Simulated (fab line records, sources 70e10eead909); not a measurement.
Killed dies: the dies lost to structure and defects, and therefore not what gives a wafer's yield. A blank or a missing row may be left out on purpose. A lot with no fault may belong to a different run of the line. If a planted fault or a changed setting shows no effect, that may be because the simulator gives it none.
Chamber matching -- flow nand-harc -- rie-diel-02 running NHARC_A_STAIRCASE_ETCHBACK_422: 4 sister chambers
The step etches the open film in CH3F/O2, target depth 40 nm, time 74.286 s. 8 wafers are shown with their chamber, then 7 later ones without.

EACH WAFER AND ITS CHAMBER
wafer,chamber,showerhead-plenum-p-Torr (Torr),rf-vpp-V (V)
L086.2,0,2.49,245.5
L086.3,3,2.58,246.0
L091.1,0,2.48,244.5
L090.4,3,2.58,247.2
L090.5,2,2.33,240.3
L090.6,1,2.29,241.4
L096.2,2,2.32,241.6
L096.3,1,2.29,242.0

WAFERS MISSING THEIR CHAMBER
wafer,showerhead-plenum-p-Torr (Torr),rf-vpp-V (V)
L096.4,2.48,243.8
L094.3,2.29,243.0
L094.4,2.48,244.8
L094.6,2.29,242.1
L095.1,2.29,241.6
L095.2,2.32,241.3
L095.4,2.29,241.9

WHICH CHAMBER EACH ONE RAN IN
wafer,from the rows above,in truth
L096.4,0,0
L094.3,1,1
L094.4,0,0
L094.6,1,1
L095.1,1,1
L095.2,2,2
L095.4,1,1
7 of 7 placed correctly. From these rows, 0 cannot be placed. Placed wrongly: 0.
How it was worked out, from the rows above alone: a wafer's distance from a chamber is the root of the sum, over the readings, of the square of ((its reading less the chamber's mean) divided by the reading's scatter). If the next closest chamber is less than 2 further off than the closest, the wafer can't be placed; otherwise it belongs to the closest. The mean given for a chamber averages the wafers shown for that chamber. How the scatter is found: for the shown wafers, subtract from each reading the mean of its chamber, square and add these, divide the total by (wafers less chambers), then take the root.
